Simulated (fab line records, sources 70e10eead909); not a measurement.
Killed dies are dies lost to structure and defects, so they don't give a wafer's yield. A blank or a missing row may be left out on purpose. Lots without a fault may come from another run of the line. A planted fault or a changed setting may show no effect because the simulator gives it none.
Chamber matching | flow nand_harc | NHARC_A_STAIRCASE_TRIM_12 on rie_diel-04: 4 sister chambers
The step chemistry O2, time 211.2 s. 18 wafers are shown with their chamber, then 9 later ones without.

WAFERS WITH THEIR CHAMBER
wafer  | chamber | showerhead_plenum_p_Torr (Torr) | oes_product_au (a.u.) | rf_vpp_V (V)
L075.3 | 0       | 3.29                            | 1.004                 | 57.1
L075.5 | 2       | 3.54                            | 0.995                 | 56.6
L075.6 | 1       | 3.81                            | 1.013                 | 57.6
L077.3 | 0       | 3.29                            | 1.006                 | 58.4
L077.4 | 1       | 3.80                            | 1.003                 | 58.7
L077.5 | 3       | 3.50                            | 0.998                 | 55.9
L078.2 | 1       | 3.80                            | 0.996                 | 57.7
L078.3 | 3       | 3.50                            | 1.001                 | 55.8
L078.6 | 3       | 3.50                            | 0.993                 | 58.3
L085.1 | 0       | 3.28                            | 0.989                 | 56.9
L085.4 | 1       | 3.79                            | 1.001                 | 58.3
L085.5 | 2       | 3.52                            | 0.999                 | 58.3
L083.2 | 0       | 3.28                            | 1.001                 | 56.0
L083.4 | 0       | 3.28                            | 1.007                 | 58.0
L083.6 | 2       | 3.52                            | 0.988                 | 58.4
L086.2 | 1       | 3.79                            | 0.999                 | 60.3
L086.3 | 3       | 3.48                            | 0.990                 | 58.0
L086.4 | 1       | 3.79                            | 1.009                 | 58.6

SIGNATURES (means of the wafers above)
reading                  | chamber 0 | chamber 1 | chamber 2 | chamber 3 | scatter within a chamber
showerhead_plenum_p_Torr | 3.2840    | 3.7967    | 3.5267    | 3.4950    | 0.00854
oes_product_au           | 1.00140   | 1.00350   | 0.99400   | 0.99550   | 0.00628
rf_vpp_V                 | 57.280    | 58.533    | 57.767    | 57.000    | 1.06
Rule: a wafer's distance from a chamber is the root of the sum, over the readings, of the square of ((its reading less the chamber's mean) divided by the reading's scatter). The wafer belongs to the nearest chamber; if the next one is less than 2 further off, it can't be placed. The scatter: the root of (the sum of the squares of (reading less its chamber's mean) over the shown wafers, divided by (wafers less chambers)).

WAFERS WITHOUT THEIR CHAMBER
wafer  | showerhead_plenum_p_Torr (Torr) | oes_product_au (a.u.) | rf_vpp_V (V)
L087.2 | 3.48                            | 1.012                 | 57.6
L087.3 | 3.78                            | 1.004                 | 58.6
L087.4 | 3.78                            | 1.003                 | 58.5
L091.2 | 3.27                            | 0.995                 | 57.6
L091.3 | 3.51                            | 0.995                 | 57.3
L091.5 | 3.78                            | 0.998                 | 59.6
L094.2 | 3.77                            | 0.997                 | 59.1
L094.3 | 3.80                            | 1.001                 | 59.0
L094.5 | 3.51                            | 0.988                 | 58.1

WHICH CHAMBER EACH WENT THROUGH
wafer  | from the rows above     | in truth
L087.2 | 3                       | 3
L087.3 | 1                       | 1
L087.4 | 1                       | 1
L091.2 | 0                       | 0
L091.3 | can't be placed: 3 or 2 | 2
L091.5 | 1                       | 1
L094.2 | 1                       | 1
L094.3 | 1                       | 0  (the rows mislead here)
L094.5 | can't be placed: 2 or 3 | 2
Placed correctly: 6 of 9. Can't be placed from these rows: 2 (the true chamber is among the candidates in 2). Placed wrongly: 1.
